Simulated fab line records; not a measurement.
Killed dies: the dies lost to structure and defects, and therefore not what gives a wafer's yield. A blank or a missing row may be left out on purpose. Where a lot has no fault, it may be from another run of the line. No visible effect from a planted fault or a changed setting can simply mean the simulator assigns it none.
fab line records | flow n5Finfet
[record] lots = 9 wafers = 25 lastDay = 19
route steps=1938 shown BEOL_M4@1038 PASSIVATION@1936
lots untouched by any fault: they come from a run of this same line in which no faults occurred
startH: hours from the record's first day to the start of the lot's first wafer shown | waitH: hours since the lot's step before | " identical to the entry in the row above | L1.1+2: several wafers, shown together as one row | - value missing, or start not given | * or withheld: withheld | < > ~ a bound
route shown NAME@n: NAME is a module with steps in the file, n the number in the route of the first one | usual: mean and standard deviation over wafers with no fault | same: alike in all rows | chamber/n: place in a boat | sites: per-site readings | _std_site: standard deviation of those values | _edge_site: mean of outer sites minus mean of inner sites | radiusMm: for every site, how far away it sits from the centre of the wafer | mask NAME#n: copy n | behind: the last tool/chamber to shape the wafer | hold: why the lot was held/for how many hours/how that ended | device: names the non-switching transistor (n, p or np) | end of line: tests of these same wafers at the route's end | a step given without rows: its recipe and nothing more | killed: at the first sort, the dies lost to defects and structure; wafer yield is something else | map: per-die view of a wafer (x killed, . not killed, _ where there is no die)
set.NAME: the run value of the setting; set.NAME@STEP: its run value at that earlier step | model.NAME: the simulator's own value behind a step, which no gauge read
one table for each step of the route and one row for each wafer, over a sample of lots
services: from which hour (startH, from the record's first day; less than 0 if before it) a tool's chamber was out of use, for how many hours, and why
[[steps]]
[step N5_BEOL_M4_ETCH_74]
[recipe] chemistry = N2/H2 target = underlayer targetDepthA = 65 maskMaterial = CAR-EUV timeS = 5.2 ionEnergyEv = 200 pressureMtorr = 30 sourceW = 840 biasW = 150 n2FlowSccm = 200 h2FlowSccm = 200 ends = cleared
[usual] drypumpMotorCurrentA = 5.6/0.45 etchRfOnTimeS = 5.17/0.14 oesProductAu = 0.72/0.059 rfFwdPowerW = 819.8/2.8 rfVppV = 524/3.1 showerheadPlenumPTorr = 2.56/0.1 throttleValvePct = 17.76/0.23
// columns lot.wafer tool chamber startH waitH drypumpMotorCurrentA etchRfOnTimeS oesProductAu rfFwdPowerW rfHoursCounterH rfVppV showerheadPlenumPTorr throttleValvePct
L227.1 rieDiel-04 3 175.91 0.0 5.9 5.10 0.82 824.4 6 525 2.71 17.85
L227.2 " 1 " " 6.5 5.06 0.75 818.7 48 521 2.47 18.11
L227.6 " 2 " " 5.4 5.39 0.68 822.6 - 525 2.56 17.44
L226.2 rieDiel-03 3 176.26 0.0 5.5 5.33 0.67 823.7 90 527 2.68 17.65
L226.3 " 2 " " 5.6 5.14 0.65 819.7 123 523 2.46 18.00
L226.5 " 3 " " 5.5 5.43 0.67 820.1 - 528 2.68 17.64
L230.3 rieDiel-04 2 181.32 0.0 5.4 5.43 0.67 814.8 94 525 2.56 17.43
L230.5 " 1 " " 6.5 5.11 0.74 817.9 - 521 2.47 18.15
L229.1 rieDiel-04 3 183.06 0.0 5.9 5.09 0.82 818.7 10 527 2.71 17.87
L229.5 " 2 " " 5.4 5.37 0.68 820.0 - 524 2.56 17.44
L233.1 rieDiel-01 1 197.85 0.0 5.2 5.05 0.79 820.2 8 526 2.62 17.62
L233.3 " 3 " " 5.0 5.03 0.78 819.4 36 525 2.57 17.51
L233.6 " 3 " " 5.0 5.03 0.77 819.4 - 525 2.57 17.50
L243.1 rieDiel-04 0 279.02 0.0 5.1 5.09 0.77 820.5 19 521 2.47 17.61
L243.2 " 1 " " 6.5 5.01 0.71 821.7 82 523 2.46 18.16
L243.4 " 2 " " 5.5 5.30 0.66 819.9 124 522 2.55 17.51
L245.2 rieDiel-01 1 280.34 0.0 5.2 5.09 0.74 824.8 38 526 2.60 17.69
L245.3 " 3 " " 5.0 5.09 0.73 822.4 67 524 2.56 17.58
L245.5 " 0 " " 5.4 5.18 0.71 816.6 - 522 2.47 17.73
L248.1 rieDiel-04 0 321.94 0.0 5.1 5.20 0.75 821.3 33 522 2.47 17.64
L248.5 " 1 " " 6.5 5.09 0.70 817.1 - 523 2.46 18.18
L248.6 " 0 " " 5.1 5.17 0.74 819.7 - 524 2.47 17.60
L249.1 rieDiel-01 1 332.89 0.0 5.3 5.17 0.71 818.0 54 524 2.59 17.73
L249.3 " 3 " " 4.9 5.12 0.72 819.0 86 524 2.55 17.61
L249.5 " 2 " " 5.9 5.08 0.77 820.5 - 530 2.69 17.82
[step N5_BEOL_M4_ETCH_64]
[recipe] chemistry = N2/H2 target = SOC targetDepthA = 750 overetchA = 225 maskMaterial = SiARC tempC = 40 timeS = 121.9 ionEnergyEv = 200 pressureMtorr = 30 sourceW = 840 biasW = 150 n2FlowSccm = 200 h2FlowSccm = 200
[usual] drypumpMotorCurrentA = 5.6/0.45 oesProductAu = 0.63/0.047 rfFwdPowerW = 837.2/2.8 rfVppV = 524.7/3 showerheadPlenumPTorr = 2.56/0.1 tempC = 40.01/0.12 throttleValvePct = 17.72/0.23
// columns lot.wafer tool chamber startH waitH drypumpMotorCurrentA oesProductAu rfFwdPowerW rfHoursCounterH rfVppV showerheadPlenumPTorr tempC throttleValvePct
L227.1 rieDiel-04 3 175.95 0.0 5.9 0.71 837.8 6 527.9 2.71 40.14 17.83
L227.2 " 1 " " 6.5 0.66 842.5 48 523.7 2.47 39.90 18.07
L227.6 " 2 " " 5.4 0.62 837.3 - 524.7 2.56 39.99 17.39
L226.2 rieDiel-03 3 176.31 0.0 5.5 0.60 836.0 90 527.3 2.68 39.97 17.62
L226.3 " 2 " " 5.6 0.57 838.6 123 521.2 2.46 40.12 17.96
L226.5 " 3 " " 5.5 0.60 832.9 - 527.4 2.68 39.89 17.63
L230.3 rieDiel-04 2 181.36 0.0 5.4 0.62 834.2 94 523.8 2.56 40.14 17.41
L230.5 " 1 " " 6.5 0.65 837.4 - 522.0 2.47 40.20 18.05
L229.1 rieDiel-04 3 183.10 0.0 5.9 0.71 837.2 10 527.7 2.71 39.87 17.83
L229.5 " 2 " " 5.5 0.62 836.1 - 524.8 2.56 39.95 17.40
L233.1 rieDiel-01 1 197.90 0.0 5.2 0.70 833.6 8 527.0 2.62 40.00 17.58
L233.3 " 3 " " 5.0 0.68 835.1 36 525.9 2.58 40.14 17.48
L233.6 " 3 " " 5.0 0.68 832.5 - 526.3 2.57 40.21 17.47
L243.1 rieDiel-04 0 279.06 0.0 5.1 0.67 836.3 19 522.6 2.47 39.85 17.56
L243.2 " 1 " " 6.5 0.63 841.7 82 522.9 2.46 40.20 18.12
L243.4 " 2 " " 5.4 0.60 833.5 124 524.9 2.55 39.73 17.44
L245.2 rieDiel-01 1 280.39 0.0 5.2 0.64 837.4 38 525.7 2.60 40.11 17.64
L245.3 " 3 " " 4.9 0.65 832.5 67 525.8 2.56 40.07 17.54
L245.5 " 0 " " 5.5 0.64 841.9 - 521.5 2.47 40.08 17.71
L248.1 rieDiel-04 0 321.99 0.0 5.1 0.65 835.6 33 520.6 2.47 39.93 17.58
L248.5 " 1 " " 6.5 0.61 840.2 - 523.6 2.45 40.03 18.15
L248.6 " 0 " " 5.1 0.65 834.6 - 520.7 2.47 39.90 17.59
L249.1 rieDiel-01 1 332.94 0.0 5.3 0.64 838.1 54 525.0 2.60 40.07 17.69
L249.3 " 3 " " 5.0 0.62 836.4 86 525.8 2.55 40.10 17.55
L249.5 " 2 " " 6.0 0.67 839.9 - 528.1 2.69 39.90 17.78
[step N5_BEOL_M4_COAT_22]
[recipe] resist = CAR-EUV spinRpm = 1500 resistThkNm = 30
[usual] dispensePressureKPa = 50.5/1.4 spinSpeedRpm = 1499.9/0.79
// columns lot.wafer tool chamber startH waitH dispensePressureKPa spinSpeedRpm
L227.1 lithoTrack-02 0 176.36 - 49.7 1499.5
L227.2 " 0 " " 49.7 1500.1
L227.6 " 0 " " 49.6 1499.8
L226.2 lithoTrack-05 0 176.70 - 52.5 1501.0
L226.3 " 0 " " 52.5 1499.6
L226.5 " 0 " " 52.4 1500.8
L230.3 lithoTrack-02 0 181.76 - 49.7 1499.6
L230.5 " 0 " " 49.7 1500.6
L229.1 lithoTrack-05 0 183.50 - 52.4 1499.9
L229.5 " 0 " " 52.4 1499.8
L233.1 lithoTrack-02 0 198.30 - 49.7 1499.6
L233.3 " 0 " " 49.7 1498.9
L233.6 " 0 " " 49.7 1499.3
L243.1 lithoTrack-05 0 279.46 - 52.5 1364.8
L243.2 " 0 " " 52.4 1363.2
L243.4 " 0 " " 52.4 1363.6
L245.2 lithoTrack-01 0 280.78 - 49.4 1499.3
L245.3 " 0 " " 49.5 1500.7
L245.5 " 0 " " 49.4 1501.1
L248.1 lithoTrack-05 0 322.39 - 52.5 1364.1
L248.5 " 0 " " 52.5 1363.8
L248.6 " 0 " " 52.5 1363.7
L249.1 lithoTrack-02 0 333.35 - 49.7 1500.2
L249.3 " 0 " " 49.7 1498.2
L249.5 " 0 " " 49.7 1499.5
[step N5_BEOL_M4_CD_MEAS_28]
[recipe] targetCdNm = 26.2 landingEnergyEv = 500 detector = seInlens targetCdYNm = 24.1 polarity = opening
[usual] cdNm = 26.14/0.23
// columns lot.wafer tool chamber startH waitH cdNm
L227.1 cdSem-02 0 176.76 - 26.37
L227.2 " 0 " " 26.17
L227.6 " 0 " " 25.75
L226.2 cdSem-01 0 176.98 - 26.05
L226.3 " 0 " " 26.24
L226.5 " 0 " " 26.09
L230.3 cdSem-02 0 182.17 - 26.38
L230.5 " 0 " " 26.09
L229.1 cdSem-03 0 183.90 - 26.02
L229.5 " 0 " " 26.09
L233.1 cdSem-01 0 198.69 - 26.20
L233.3 " 0 " " 26.13
L233.6 " 0 " " 26.25
L243.1 cdSem-02 0 279.86 - 25.91
L243.2 " 0 " " 26.19
L243.4 " 0 " " 26.19
L245.2 cdSem-02 0 281.19 - 25.64
L245.3 " 0 " " 26.16
L245.5 " 0 " " 25.89
L248.1 cdSem-02 0 322.68 - 26.26
L248.5 " 0 " " 25.58
L248.6 " 0 " " 26.20
L249.1 cdSem-01 0 333.75 - 26.31
L249.3 " 0 " " 26.28
L249.5 " 0 " " 26.48
[step N5_BEOL_M4_RC_MEAS_101]
[usual] DIBL_N = 36.5/1.9 DIBL_P = 36.4/2.2 IOFF_N = 0.17/0.034 IOFF_P = 0.21/0.036 ION_N = 678/12 ION_P = 462/7.1 SS_N = 71.7/0.61 SS_P = 73.4/0.71 VT_N = 249/3.5 VT_P = -251/3
// columns lot.wafer tool chamber startH waitH DIBL_N[mV/V] DIBL_P[mV/V] IOFF_N[nA/um] IOFF_P[nA/um] ION_N[uA/um] ION_P[uA/um] SS_N[mV/dec] SS_P[mV/dec] VT_N[mV] VT_P[mV]
L227.1 prober-02 0 185.35 0.0 37.6 37.9 0.16 0.23 671 455 71.6 73.9 248 -250
L227.2 " 0 " " 40.3 40.5 0.23 0.27 691 471 71.8 75.4 243 -247
L227.6 " 0 " " 36.1 35.1 0.15 0.18 666 453 70.9 73.0 251 -253
L226.2 prober-01 0 185.84 0.2 37.7 37.9 0.21 0.25 689 467 72.5 74.7 244 -249
L226.3 " 0 " " 36.6 37.3 0.18 0.23 679 465 71.9 74.8 248 -250
L226.5 " 0 " " 37.5 37.5 0.19 0.23 683 461 72.7 73.5 246 -251
L230.3 prober-01 0 193.03 0.3 34.2 34.7 0.15 0.20 675 464 70.5 72.9 249 -249
L230.5 " 0 " " 34.4 34.6 0.15 0.20 676 471 70.9 73.6 250 -248
L229.1 prober-01 0 208.65 0.0 32.0 31.3 0.11 0.16 660 462 70.6 72.4 256 -253
L229.5 " 0 " " 36.2 37.0 0.19 0.25 694 475 71.7 73.5 246 -248
L233.1 prober-02 0 238.07 0.0 34.9 34.9 0.15 0.20 681 470 71.3 73.2 247 -250
L233.3 " 0 " " 35.3 33.9 0.15 0.19 666 458 71.8 72.7 249 -248
L233.6 " 0 " " 34.3 33.7 0.14 0.19 667 469 71.0 72.7 250 -253
L245.2 prober-01 0 298.12 0.2 36.8 38.1 0.18 0.22 676 468 71.6 73.6 248 -252
L245.3 " 0 " " 35.3 37.1 0.16 0.19 673 456 72.2 72.8 251 -254
L245.5 " 0 " " 35.3 37.4 0.17 0.20 689 470 72.2 72.9 249 -252
L243.1 prober-01 0 299.84 0.0 38.4 39.3 0.20 0.25 689 470 71.7 73.9 244 -248
L243.2 " 0 " " 36.4 37.1 0.16 0.21 674 459 71.1 73.2 250 -251
L243.4 " 0 " " 36.3 36.7 0.17 0.21 700 474 71.9 73.1 247 -251
L248.1 prober-01 0 333.86 0.0 33.3 33.5 0.13 0.15 663 460 71.1 72.2 250 -253
L248.5 " 0 " " 37.5 38.2 0.19 0.21 677 459 72.0 73.9 248 -250
L248.6 " 0 " " 36.8 36.7 0.18 0.20 680 460 71.3 73.4 244 -252
L249.1 prober-01 0 347.71 0.0 36.4 35.3 0.16 0.21 669 459 71.8 73.7 250 -250
L249.3 " 0 " " 34.1 32.6 0.13 0.17 673 464 71.4 72.4 253 -253
L249.5 " 0 " " 34.1 32.6 0.13 0.18 676 466 71.1 73.0 251 -252
[step N5_PASSIVATION_PROBE_49]
[usual] defectLimitedYield = 91.0/1.5 killed_at_M0_to_M3 = 35/11 killed_at_M4_up = 13/5 killedAtContacts = 12/5.9 killedAtFrontEnd = 42/13 killedAtOther = 3/3.2 killedDies = 106/18 killedOpen = 69/13 killedShort = 35/8.9 sort_bin_5_function = 5.2/0.95 sort_bin_6_memory = 3.3/0.71 sortNPass = 1074/18 sortYieldPct = 91.0/1.5
[same] grossDies = 1180 killedAtBackSide = 0 sort_bin_4_leakage[%] = 0 sort_bin_8_speed[%] = 0
// columns lot.wafer tool chamber startH waitH defectLimitedYield[%] killed_at_M0_to_M3 killed_at_M4_up killedAtContacts killedAtFrontEnd killedAtOther killedDies killedOpen killedShort sort_bin_5_function[%] sort_bin_6_memory[%] sortNPass sortYieldPct[%]
L243.1 prober-02 - 414.09 0.0 91.4 34 15 1 46 6 102 66 34 5.5 2.8 1078 91.4
L248.6 prober-02 - 445.16 0.3 92.1 38 12 10 32 1 93 64 24 4.9 2.5 1087 92.1
// killed by level:class
L243.1 FIN_SAQP:geometricParticle:open=17 BEOL_M3:geometricParticle:open=9 STI_FIN_REVEAL:geometricParticle:open=8 BEOL_M4:geometricParticle:open=7 FIN_SAQP:geometricParticle:short=5 BEOL_M0_SAQP:geometricParticle:short=5 BEOL_M3:geometricParticle:short=5 STARTING-WAFER:geometricParticle:short=5
L248.6 BEOL_M0_SAQP:geometricParticle:open=13 MOL_CONTACT_COAG:geometricParticle:open=9 FIN_SAQP:geometricParticle:short=7 BEOL_M3:geometricParticle:open=7 STI_FIN_REVEAL:geometricParticle:open=6 BEOL_M0_SAQP:geometricParticle:short=6 STI_FIN_REVEAL:geometricParticle:short=5 BEOL_M1:geometricParticle:open=5
[[services]]
// columns tool chamber startH hours kind
rieDiel-01 1 153.53 - clean
rieDiel-01 1 153.53 - consumableReplace:focusRing
rieDiel-01 1 153.53 22.3 scheduledDown
rieDiel-01 1 153.53 22.3 ventCycle
rieDiel-04 2 165.85 1.5 repair
rieDiel-04 0 170.71 17.3 repair
rieDiel-01 3 183.63 4.1 repair
rieDiel-04 0 188.21 - clean
rieDiel-04 0 188.21 - consumableReplace:focusRing
rieDiel-04 0 188.21 24.3 scheduledDown
rieDiel-04 0 188.21 24.3 ventCycle
rieDiel-01 2 208.41 - clean
rieDiel-01 2 208.41 - consumableReplace:focusRing
rieDiel-01 2 208.41 - consumableReplace:showerhead
rieDiel-01 2 208.41 16.5 scheduledDown
rieDiel-01 2 208.41 16.5 ventCycle
rieDiel-01 2 246.55 8.5 repair
rieDiel-01 1 287.24 4.2 repair
rieDiel-03 3 307.29 5.7 repair
rieDiel-04 2 323.48 19.8 repair
[[key]]
[firstSign] step = N5_BEOL_M4_COAT_22 reading = spinSpeedRpm direction = down sigmas = 99+ usual = * struck = *
effect none on later readings
metAt N5_BEOL_M4_COAT_22
struckLots L243,L248
notActingAt N5_BEOL_M4_ETCH_74,N5_BEOL_M4_ETCH_64,N5_BEOL_M4_CD_MEAS_28
onsetBetween 183.50 279.46
[fault] kind = processParameterDrift tool = lithoTrack-05 chamber = - onsetH = 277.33 steps = N5_BEOL_M4_COAT_22 channel = spinRpm offset = * shape = step endH = 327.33 actsIn = * stated = *
